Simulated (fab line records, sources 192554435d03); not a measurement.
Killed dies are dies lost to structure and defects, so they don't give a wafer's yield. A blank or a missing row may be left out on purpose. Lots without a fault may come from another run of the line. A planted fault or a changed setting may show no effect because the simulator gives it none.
fab line records | flow n5_finfet
record lots=6 wafers=18 last_day=16
route steps=1938 shown BEOL_M10@1524 BEOL_M11@1536 PASSIVATION@1936
lots that met no fault: from a run of the same line without faults
start_h: hours from the record's first day to the start of the lot's first wafer shown | wait_h: hours since the lot's step before | " the same as in the row above | L1.1+2: a row that stands for several wafers | - no value, or no start given | * or withheld: withheld | < > ~ a bound
route shown NAME@n: a module of which the file shows steps, and the number in the route of the first | usual: mean/standard deviation of fault-free wafers | same: alike in all rows | chamber/n: place in a boat | sites: the reading at each site | _std_site: their standard deviation | _edge_site: outer sites' mean less inner sites' | radius_mm: how far each site lies from the wafer's centre | mask NAME#n: copy n | behind: the tool/chamber that last shaped the wafer | hold: why the lot was held/for how many hours/how that ended | device: the transistor (n, p or np) that didn't switch | end of line: the same wafers' tests at the end of the route | a step without rows: its recipe alone | killed: dies lost to structure and defects at the first sort, not the wafer's yield | map: a wafer's dies, x killed, . not, _ none there
set.NAME: the setting as run; set.NAME@STEP: as run at that earlier step | model.NAME: the simulator's own value behind a step, which no gauge read
lots at some steps of the route; a table a step, a row a wafer
services: from which hour (start_h, from the record's first day; less than 0 if before it) a tool's chamber was out of use, for how many hours, and why
## steps
# step N5_BEOL_M10_ALD_74
# recipe material=TaN target_thk_a=20 temp_c=275 ald_precursor_family=PDMAT ald_co_reactant=NH3 pressure_torr=3 carrier_flow_sccm=1500 pulse_time_s=2 purge_time_s=3 co_reactant_purge_time_s=2 co_reactant_pulse_time_s=3 ald_cycles=40 precursor_vessel_temp_c=75 precursor_vessel_pressure_torr=26.25 precursor_vessel_carrier_sccm=1000
# step N5_BEOL_M10_SURFACE_TREAT_76
# recipe gas=Ar time_s=* ion_energy_ev=* ion_current_ma_cm2=0.5 pressure_mtorr=* ar_flow_sccm=30
# step N5_BEOL_M10_CVD_75
# recipe material=Co target_thk_a=20 temp_c=withheld precursor=CCTBA/H2 pressure_torr=30 time_s=138.9
# step N5_BEOL_M10_SPUTTER_48
# recipe material=Cu target_thk_a=120 temp_c=-20 bias_v=60 power_w=26000 chamber_pressure_pa=0.13 time_s=2
# usual bias_v=60.0/0.55 throttle_valve_pct=29.8/0.77
# columns lot.wafer tool chamber start_h wait_h bias_v throttle_valve_pct
L922.1 pvd_sputter-03 - 220.36 0.1 60.4 28.9
L922.3 " - " " 60.0 29.9
L922.5 " - " " 59.4 29.0
L929.2 pvd_sputter-02 - 274.08 0.1 60.1 29.7
L929.5 " - " " 60.3 29.5
L929.6 " - " " 61.4 30.9
L934.4 pvd_sputter-02 - 297.76 0.2 59.6 31.1
L934.5 " - " " 59.5 28.3
L934.6 " - " " 59.6 29.8
L935.1 pvd_sputter-02 - 300.28 0.2 60.7 29.3
L935.2 " - " " 61.4 30.9
L935.4 " - " " 59.4 28.4
L938.3 pvd_sputter-02 - 319.85 0.3 60.6 28.5
L938.4 " - " " 60.6 29.5
L938.5 " - " " 60.6 28.2
L941.1 pvd_sputter-03 - 346.74 0.1 59.4 30.1
L941.4 " - " " 60.1 29.9
L941.6 " - " " 60.3 30.8
# step N5_BEOL_M10_ECD_50
# recipe material=Cu target_thk_a=3180
# step N5_BEOL_M10_ANNEAL_51
# recipe temp_c=225 time_s=90 ambient=N2
# usual wafer_temp_C_max=226.05/0.26
# columns lot.wafer tool chamber start_h wait_h wafer_temp_C_max
L922.1 rtp_anneal-01 0 220.59 0.1 226.12
L922.3 " 0 " " 226.68
L922.5 " 0 " " 225.66
L929.2 rtp_anneal-02 0 274.54 0.3 226.26
L929.5 " 0 " " 225.87
L929.6 " 0 " " 226.19
L934.4 rtp_anneal-01 0 298.12 0.2 226.00
L934.5 " 0 " " 225.76
L934.6 " 0 " " 226.03
L935.1 rtp_anneal-01 0 300.51 0.1 226.16
L935.2 " 0 " " 226.17
L935.4 " 0 " " 226.40
L938.3 rtp_anneal-01 0 320.74 0.7 226.36
L938.4 " 0 " " 226.68
L938.5 " 0 " " 226.33
L941.1 rtp_anneal-02 0 347.61 0.7 226.15
L941.4 " 0 " " 225.87
L941.6 " 0 " " 226.43
# step N5_BEOL_M10_CMP_52
# recipe stop_on=SiCOH_lowk t_overpolish_s=7 down_force_psi=1 platen_rpm=50 clearing_platen_down_force_psi=1.5 clearing_platen_rpm=50 post_cmp_clean=cu_alkaline target_thk_nm=140 clearing_platen_pad_velocity_m_s=0.99484 pad_velocity_m_s=0.99484
# usual barrier_field_endpoint_s=28.8/0.94 motor_current_A=6.3/0.68 overpolish_run_s=7.000/0.0095 retaining_ring_pressure_frac=1.000/0.0052 slurry_filter_dp_kPa=13.51/0.13 time_to_endpoint_s=65/4.3
# columns lot.wafer tool chamber start_h wait_h barrier_field_endpoint_s motor_current_A overpolish_run_s retaining_ring_pressure_frac slurry_filter_dp_kPa time_to_endpoint_s
L922.1 cmp-01 0 220.92 0.3 28.0 7.3 7.004 0.996 13.47 53
L922.3 " 1 " " 27.8 6.0 6.986 0.999 13.59 63
L922.5 " 3 " " 28.9 5.7 6.987 0.998 13.55 68
L929.2 cmp-01 0 274.91 0.3 28.5 7.3 6.990 1.001 13.35 63
L929.6 " 1 " " 29.7 5.5 7.011 1.006 13.57 70
L929.5 " 2 " " 29.6 5.5 6.992 0.997 13.45 66
L934.4 cmp-03 3 298.36 0.2 30.7 7.3 7.007 0.998 13.42 70
L934.6 " 3 " " 29.7 6.9 7.012 0.998 13.41 66
L934.5 " 0 " " 28.9 6.5 7.003 1.000 13.55 58
L935.4 cmp-01 1 300.85 0.2 29.3 5.8 7.004 0.987 13.52 67
L935.1 " 2 " " 28.9 5.1 6.994 1.004 13.37 68
L935.2 " 3 " " 29.7 5.8 6.996 0.998 13.44 74
L938.4 cmp-01 0 321.12 0.2 28.0 7.3 7.015 1.013 13.49 62
L938.3 " 2 " " 28.7 5.6 7.003 1.009 13.60 67
L938.5 " 0 " " 28.5 7.6 6.994 1.004 13.54 64
L941.4 cmp-02 1 348.32 0.5 29.5 6.3 6.984 1.003 13.82 66
L941.1 " 3 " " 27.4 5.6 7.007 0.994 13.45 62
L941.6 " 1 " " 29.6 6.1 6.992 1.008 13.57 68
# step N5_BEOL_M10_THK_MEAS_53
# recipe thk_meas_gauge=xrf reads=Cu_of_BEOL_M10_ECD_50
# usual M10_THK=141/4
# columns lot.wafer tool chamber start_h wait_h M10_THK[nm]
L922.1 film_metro-01 - 221.18 - 143
L922.3 " - " " 140
L922.5 " - " " 140
L929.2 film_metro-01 - 275.09 - 140
L929.5 " - " " 144
L929.6 " - " " 142
L934.4 film_metro-01 - 298.66 - 141
L934.5 " - " " 134
L934.6 " - " " 141
L935.1 film_metro-02 - 301.11 - 147
L935.2 " - " " 137
L935.4 " - " " 139
L938.3 film_metro-01 - 321.42 - 142
L938.4 " - " " 142
L938.5 " - " " 139
L941.1 film_metro-01 - 348.58 - 144
L941.4 " - " " 141
L941.6 " - " " 138
# step N5_BEOL_M10_PRE_CLEAN_55
# recipe gas=NH3 time_s=15 temp_c=withheld rf_power_w=300
# step N5_BEOL_M10_DEP_56
# recipe material=SiCN target_thk_a=150 temp_c=withheld precursor=3MS/NH3 pressure_torr=3 rf_w=202 time_s=26.5
# usual showerhead_plenum_p_Torr=3.664/0.012 throttle_valve_pct=9.0/0.45
# columns lot.wafer tool chamber start_h wait_h showerhead_plenum_p_Torr throttle_valve_pct
L922.1 pecvd-03 2 221.24 0.0 3.649 9.3
L922.3 " 0 " " 3.654 8.8
L922.5 " 1 " " 3.651 9.0
L929.2 pecvd-02 0 275.15 0.0 3.660 10.0
L929.5 " 0 " " 3.655 10.2
L929.6 " 2 " " 3.663 8.8
L934.4 pecvd-02 0 298.74 0.0 3.664 9.8
L934.5 " 2 " " 3.661 9.0
L934.6 " 1 " " 3.681 9.2
L935.1 pecvd-01 1 301.17 0.0 3.652 9.2
L935.2 " 0 " " 3.684 8.4
L935.4 " 2 " " 3.674 8.6
L938.3 pecvd-01 1 321.48 0.0 3.656 9.1
L938.4 " 1 " " 3.652 9.2
L938.5 " 2 " " 3.661 8.4
L941.1 pecvd-01 2 348.64 0.0 3.669 8.2
L941.4 " 2 " " 3.672 8.2
L941.6 " 1 " " 3.649 9.2
# step N5_BEOL_M10_RS_MEAS_57
# recipe thk_meas_gauge=four-point-probe reads=Cu_of_BEOL_M10_ECD_50+Co_of_BEOL_M10_CVD_75+TaN_of_BEOL_M10_ALD_74
# usual M10_RS=0.151/0.0047
# columns lot.wafer tool chamber start_h wait_h M10_RS[ohm/sq]
L922.1 film_metro-01 - 221.31 0.1 0.148
L922.3 " - " " 0.152
L922.5 " - " " 0.150
L929.2 film_metro-02 - 275.23 0.1 0.151
L929.5 " - " " 0.146
L929.6 " - " " 0.147
L934.4 film_metro-02 - 298.79 0.0 0.152
L934.5 " - " " 0.159
L934.6 " - " " 0.151
L935.1 film_metro-02 - 301.25 0.1 0.146
L935.2 " - " " 0.156
L935.4 " - " " 0.155
L938.3 film_metro-02 - 321.56 0.1 0.151
L938.4 " - " " 0.150
L938.5 " - " " 0.154
L941.1 film_metro-01 - 348.72 0.1 0.147
L941.4 " - " " 0.151
L941.6 " - " " 0.155
# step N5_BEOL_M10_INSPECT_58
# recipe inspect_instrument=darkfield mode=post_dep
# usual raw_defect_count=59/18
# columns lot.wafer tool chamber start_h wait_h raw_defect_count
L922.1 defect_inspect-01 - 221.34 0.0 55
L922.3 " - " " 46
L922.5 " - " " 51
L929.2 defect_inspect-01 - 275.25 0.0 42
L929.5 " - " " 44
L929.6 " - " " 62
L934.4 defect_inspect-01 - 298.82 0.0 75
L934.5 " - " " 54
L934.6 " - " " 59
L935.1 defect_inspect-01 - 301.27 0.0 79
L935.2 " - " " 64
L935.4 " - " " 63
L938.3 defect_inspect-02 - 321.58 0.0 57
L938.4 " - " " 59
L938.5 " - " " 70
L941.1 defect_inspect-01 - 348.74 0.0 67
L941.4 " - " " 74
L941.6 " - " " 71
# step N5_BEOL_M11_ILD_DEP_00
# recipe material=SiCOH_lowk target_thk_a=3085.1 temp_c=300 precursor=DEMS/porogen pressure_torr=5 rf_w=500 time_s=58
# usual heater_power_w=315/33 showerhead_plenum_p_Torr=5.744/0.018 susceptor_temp_C=299.99/0.19 throttle_valve_pct=13.7/0.77
# columns lot.wafer tool chamber start_h wait_h heater_power_w showerhead_plenum_p_Torr susceptor_temp_C throttle_valve_pct
L922.1 pecvd-04 0 221.38 0.0 309 5.772 299.73 13.0
L922.3 " 2 " " 374 5.742 300.25 12.3
L922.5 " 0 " " 320 5.752 300.11 13.2
L929.2 pecvd-02 1 275.29 0.0 342 5.758 299.77 13.9
L929.5 " 0 " " 296 5.735 299.82 15.3
L929.6 " 2 " " 289 5.743 300.20 13.7
L934.4 pecvd-04 0 298.88 0.1 335 5.757 303.76 13.2
L934.5 " 1 " " 292 5.785 300.07 14.1
L934.6 " 2 " " 328 5.746 300.02 12.2
L935.1 pecvd-03 2 301.31 0.0 378 5.725 300.19 13.9
L935.2 " 1 " " 274 5.719 300.14 13.4
L935.4 " 0 " " 329 5.724 299.81 13.7
L938.3 pecvd-04 0 321.65 0.1 329 5.762 304.00 13.0
L938.4 " 1 " " 345 5.764 300.26 14.4
L938.5 " 1 " " 357 5.785 300.23 14.6
L941.1 pecvd-02 2 348.78 0.0 293 5.744 299.94 13.7
L941.4 " 1 " " 330 5.750 299.84 13.9
L941.6 " 2 " " 296 5.751 300.10 13.8
# step N5_BEOL_M11_CURE_71
# recipe temp_c=385 time_s=240 ambient=He/Ar material=SiCOH_lowk
# usual lamp_power_pct=52.32/0.052 wafer_temp_C_max=387.2/0.76
# columns lot.wafer tool chamber start_h wait_h lamp_power_pct wafer_temp_C_max
L922.1 uv_cure-02 2 221.46 0.0 52.29 387.2
L922.3 " 2 " " 52.39 386.8
L922.5 " 2 " " 52.27 386.7
L929.2 uv_cure-02 0 275.53 0.2 52.34 388.2
L929.5 " 0 " " 52.30 389.1
L929.6 " 0 " " 52.29 387.8
L934.4 uv_cure-01 1 299.17 0.3 52.36 386.1
L934.5 " 1 " " 52.30 386.5
L934.6 " 1 " " 52.35 386.1
L935.1 uv_cure-03 2 301.39 0.0 52.33 386.9
L935.2 " 2 " " 52.35 386.3
L935.4 " 2 " " 52.29 386.6
L938.3 uv_cure-01 0 321.89 0.2 52.37 387.3
L938.4 " 0 " " 52.34 387.3
L938.5 " 0 " " 52.37 386.9
L941.1 uv_cure-03 2 348.86 0.0 52.35 386.6
L941.4 " 2 " " 52.25 386.7
L941.6 " 2 " " 52.32 386.3
# step N5_PASSIVATION_PROBE_49
# usual defect_limited_yield=91.8/1.5 killed_at_M0_to_M3=33/11 killed_at_M4_up=13/5 killed_at_contacts=11/5.6 killed_at_front_end=36/12 killed_at_other=3.4/2.5 killed_dies=97/18 killed_on_rim=12/4.2 killed_open=64/13 killed_short=31/6.9 sort_bin_5_function=4.8/1 sort_bin_6_memory=3.1/0.64 sort_bin_8_speed=0.00/0.014 sort_n_pass=1083/18 sort_yield_pct=91.8/1.5
# same gross_dies=1180 killed_at_back_side=0 sort_bin_4_leakage[%]=0
# columns lot.wafer tool chamber start_h wait_h defect_limited_yield[%] killed_at_M0_to_M3 killed_at_M4_up killed_at_contacts killed_at_front_end killed_at_other killed_dies killed_on_rim killed_open killed_short sort_bin_5_function[%] sort_bin_6_memory[%] sort_bin_8_speed[%] sort_n_pass sort_yield_pct[%]
L922.1 prober-02 - 277.14 0.0 92.9 34 11 6 28 5 84 11 58 26 4.4 2.5 0 1096 92.9
L922.3 prober-02 - 277.24 0.1 94.6 19 16 6 22 1 64 8 45 17 2.6 2.5 0.08 1116 94.6
L922.5 prober-02 - 277.34 0.2 93.6 24 18 7 23 3 75 6 43 31 3.8 2.1 0 1105 93.6
L929.2 prober-01 - 327.49 0.1 91.5 20 10 23 43 4 100 10 65 34 4.8 3.3 0 1080 91.5
L929.5 prober-01 - 327.64 0.2 91.2 32 13 19 36 4 104 22 72 32 5.2 3.4 0 1076 91.2
L929.6 prober-01 - 327.69 0.3 91.4 35 6 11 38 11 101 16 65 35 4.7 3.6 0 1079 91.4
L934.4 prober-02 - 348.07 0.2 90.8 40 18 17 29 4 108 13 72 33 5.8 2.9 0 1072 90.8
L934.5 prober-02 - 348.12 0.2 91.8 24 17 23 30 3 97 17 63 31 5.3 2.5 0 1083 91.8
L934.6 prober-02 - 348.17 0.3 91.9 22 14 20 34 6 96 13 60 34 4.9 3.1 0 1084 91.9
L935.1 prober-02 - 355.35 0.0 91.6 40 14 5 37 3 99 10 58 39 4.6 3.5 0 1081 91.6
L935.2 prober-02 - 355.40 0.1 90.5 46 17 12 36 1 112 15 74 31 6.2 2.8 0 1068 90.5
L935.4 prober-02 - 355.50 0.2 93.1 35 11 0 29 6 81 10 45 35 3.9 2.7 0 1099 93.1
L938.3 prober-02 - 370.18 0.1 89.7 49 17 10 42 3 121 12 83 36 6.6 3.3 0 1059 89.7
L938.4 prober-02 - 370.23 0.2 92.3 31 15 15 30 0 91 14 61 30 4.2 3.3 0 1089 92.3
L938.5 prober-02 - 370.28 0.2 90.6 39 19 21 26 6 111 15 65 42 5.6 3.1 0 1069 90.6
L941.1 prober-02 - 393.78 0.0 94.0 15 9 18 26 3 71 3 49 21 3.7 2.0 0 1109 94.0
L941.4 prober-02 - 393.93 0.2 94.7 16 10 8 28 0 62 10 43 14 3.2 1.9 0 1118 94.7
L941.6 prober-02 - 394.03 0.3 93.1 32 9 2 38 1 82 13 53 24 3.1 3.2 0.08 1098 93.1
# killed by level:class
L922.1 BEOL_M1:geometric_particle:open=10 BEOL_M0_SAQP:geometric_particle:short=7 GATE_CUT:geometric_particle:short=6 BEOL_M0_SAQP:geometric_particle:open=6 FIN_SAQP:geometric_particle:short=5 BEOL_M2:geometric_particle:open=5 DUMMY_GATE:geometric_particle:open=4 MOL_CONTACT_COAG:geometric_particle:open=4
L922.3 BEOL_M4:geometric_particle:open=9 BEOL_M1:geometric_particle:open=7 GATE_CUT:geometric_particle:short=6 MOL_CONTACT_COAG:geometric_particle:open=6 BEOL_M2:geometric_particle:open=6 STARTING-WAFER:geometric_particle:short=4 STI_FIN_REVEAL:geometric_particle:open=3 GATE_CUT:geometric_particle:open=3
L922.5 BEOL_M4:geometric_particle:open=10 GATE_CUT:geometric_particle:short=8 BEOL_M3:geometric_particle:open=8 MOL_CONTACT_COAG:geometric_particle:open=7 BEOL_M0_SAQP:geometric_particle:open=4 BEOL_M1:geometric_particle:open=4 BEOL_M4:geometric_particle:short=4 STI_FIN_REVEAL:geometric_particle:open=3
L929.2 MOL_CONTACT_COAG:geometric_particle:open=18 FIN_SAQP:geometric_particle:short=11 BEOL_M1:geometric_particle:open=8 STI_FIN_REVEAL:geometric_particle:open=6 FIN_SAQP:geometric_particle:open=5 MOL_CONTACT_COAG:geometric_particle:short=5 STARTING-WAFER:geometric_particle:short=5 STARTING-WAFER:geometric_particle:open=5
L929.5 MOL_CONTACT_COAG:geometric_particle:open=13 STI_FIN_REVEAL:geometric_particle:open=12 BEOL_M2:geometric_particle:open=7 BEOL_M3:geometric_particle:open=7 FIN_SAQP:geometric_particle:open=6 MOL_CONTACT_COAG:geometric_particle:short=6 BEOL_M0_SAQP:geometric_particle:short=6 BEOL_M0_SAQP:geometric_particle:open=5
L929.6 MOL_CONTACT_COAG:geometric_particle:open=11 BEOL_M2:geometric_particle:open=10 BEOL_M3:geometric_particle:open=9 FIN_SAQP:geometric_particle:short=6 STI_FIN_REVEAL:geometric_particle:open=6 FIN_SAQP:geometric_particle:open=5 GATE_CUT:geometric_particle:short=5 BEOL_M0_SAQP:geometric_particle:short=5
L934.4 BEOL_M0_SAQP:geometric_particle:short=15 BEOL_M0_SAQP:geometric_particle:open=13 MOL_CONTACT_COAG:geometric_particle:open=10 BEOL_M1:geometric_particle:open=8 FIN_SAQP:geometric_particle:open=7 STI_FIN_REVEAL:geometric_particle:open=7 BEOL_M4:geometric_particle:open=6 MOL_CONTACT_COAG:geometric_particle:short=5
L934.5 MOL_CONTACT_COAG:geometric_particle:open=18 BEOL_M0_SAQP:geometric_particle:short=8 BEOL_M0_SAQP:geometric_particle:open=7 FIN_SAQP:geometric_particle:open=6 DUMMY_GATE:geometric_particle:open=6 MOL_CONTACT_COAG:geometric_particle:short=5 FIN_SAQP:geometric_particle:short=4 STI_FIN_REVEAL:geometric_particle:open=4
L934.6 MOL_CONTACT_COAG:geometric_particle:open=17 BEOL_M0_SAQP:geometric_particle:open=11 FIN_SAQP:geometric_particle:short=10 FIN_SAQP:geometric_particle:open=8 BEOL_M0_SAQP:geometric_particle:short=8 DUMMY_GATE:geometric_particle:open=6 BEOL_M5:geometric_particle:open=4 BEOL_M4:geometric_particle:open=3
L935.1 BEOL_M0_SAQP:geometric_particle:short=14 STI_FIN_REVEAL:geometric_particle:open=9 BEOL_M0_SAQP:geometric_particle:open=9 STARTING-WAFER:geometric_particle:open=7 DUMMY_GATE:geometric_particle:short=5 BEOL_M8:geometric_particle:open=4 GATE_CUT:geometric_particle:short=4 BEOL_M0:geometric_particle:short=4
L935.2 STI_FIN_REVEAL:geometric_particle:open=16 MOL_CONTACT_COAG:geometric_particle:open=11 BEOL_M0_SAQP:geometric_particle:short=10 BEOL_M3:geometric_particle:open=7 BEOL_M6:geometric_particle:open=6 BEOL_M0_SAQP:geometric_particle:open=6 BEOL_M2:geometric_particle:open=6 BEOL_M0:geometric_particle:short=5
L935.4 BEOL_M2:geometric_particle:open=10 STI_FIN_REVEAL:geometric_particle:open=6 BEOL_M0_SAQP:geometric_particle:short=6 BEOL_M0:geometric_particle:short=6 FIN_SAQP:geometric_particle:short=5 BEOL_M0_SAQP:geometric_particle:open=5 BEOL_M4:geometric_particle:open=5 BEOL_M2:geometric_particle:short=4
L938.3 BEOL_M3:geometric_particle:open=12 BEOL_M2:geometric_particle:open=10 MOL_CONTACT_COAG:geometric_particle:open=10 FIN_SAQP:geometric_particle:open=7 STI_FIN_REVEAL:geometric_particle:open=7 GATE_CUT:geometric_particle:short=7 BEOL_M1:geometric_particle:open=7 BEOL_M0_SAQP:geometric_particle:open=6
L938.4 MOL_CONTACT_COAG:geometric_particle:open=10 FIN_SAQP:geometric_particle:open=6 BEOL_M0_SAQP:geometric_particle:open=6 BEOL_M0_SAQP:geometric_particle:short=6 GATE_CUT:geometric_particle:short=5 MOL_CONTACT_COAG:geometric_particle:short=5 BEOL_M3:geometric_particle:open=5 BEOL_M0:geometric_particle:open=5
L938.5 MOL_CONTACT_COAG:geometric_particle:open=15 BEOL_M0_SAQP:geometric_particle:short=9 BEOL_M0_SAQP:geometric_particle:open=7 FIN_SAQP:geometric_particle:short=6 STI_FIN_REVEAL:geometric_particle:open=6 BEOL_M2:geometric_particle:open=6 BEOL_M1:geometric_particle:open=5 MOL_CONTACT_COAG:geometric_particle:short=5
L941.1 MOL_CONTACT_COAG:geometric_particle:open=15 STI_FIN_REVEAL:geometric_particle:open=13 BEOL_M1:geometric_particle:open=7 STI_FIN_REVEAL:geometric_particle:short=4 BEOL_M8:geometric_particle:open=4 MOL_CONTACT_COAG:geometric_particle:short=3 BEOL_M1:geometric_particle:short=3 STARTING-WAFER:geometric_particle:short=3
L941.4 STI_FIN_REVEAL:geometric_particle:open=12 BEOL_M1:geometric_particle:open=8 MOL_CONTACT_COAG:geometric_particle:open=6 FIN_SAQP:geometric_particle:short=4 BEOL_M6:geometric_particle:open=3 FIN_SAQP:geometric_particle:open=2 STI_FIN_REVEAL:geometric_particle:short=2 MOL_CONTACT_COAG:geometric_particle:short=2
L941.6 STI_FIN_REVEAL:geometric_particle:open=13 BEOL_M1:geometric_particle:open=10 DUMMY_GATE:geometric_particle:open=6 BEOL_M2:geometric_particle:open=6 BEOL_M0_SAQP:geometric_particle:short=5 BEOL_M1:geometric_particle:short=5 GATE_CUT:geometric_particle:open=3 FIN_SAQP:geometric_particle:open=2
## services
# columns tool chamber start_h hours kind
uv_cure-01 - 197.32 2.1 pm
rtp_anneal-02 - 197.54 3.0 pm
pecvd-01 - 198.46 1.8 repair
pecvd-04 1 209.48 10.2 repair
cmp-01 - 211.66 0.2 repair
pecvd-03 - 221.28 2.8 pm
pecvd-02 - 225.45 14.6 pm
pecvd-01 0 226.24 23.5 repair
pecvd-01 2 233.26 6.5 repair
pecvd-01 - 237.10 5.5 pm
uv_cure-03 - 243.66 1.0 pm
pecvd-01 - 246.30 0.3 repair
pecvd-04 1 256.77 2.0 repair
cmp-01 - 260.34 2.1 repair
pecvd-01 - 265.34 11.7 repair
uv_cure-02 - 277.68 1.0 pm
pecvd-04 - 288.42 0.8 repair
cmp-01 - 293.55 4.3 pm
pecvd-02 2 305.69 20.6 repair
cmp-01 - 308.44 1.4 repair
uv_cure-03 - 309.70 7.1 pm
cmp-01 - 326.80 2.6 repair
rtp_anneal-01 - 342.27 3.1 pm
cmp-01 - 343.56 52.0 repair
## key
first_sign step=N5_BEOL_M11_ILD_DEP_00 reading=susceptor_temp_C direction=up sigmas=20 usual=* struck=*
effect none on later readings
met_at N5_BEOL_M11_ILD_DEP_00
struck_wafers L934.4,L938.3
onset_between 221.38 298.88
fault kind=process_parameter_drift tool=pecvd-04 chamber=0 onset_h=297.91 steps=N5_BEOL_M11_ILD_DEP_00 channel=temp_c offset=* shape=step end_h=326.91 acts_in=* stated=*
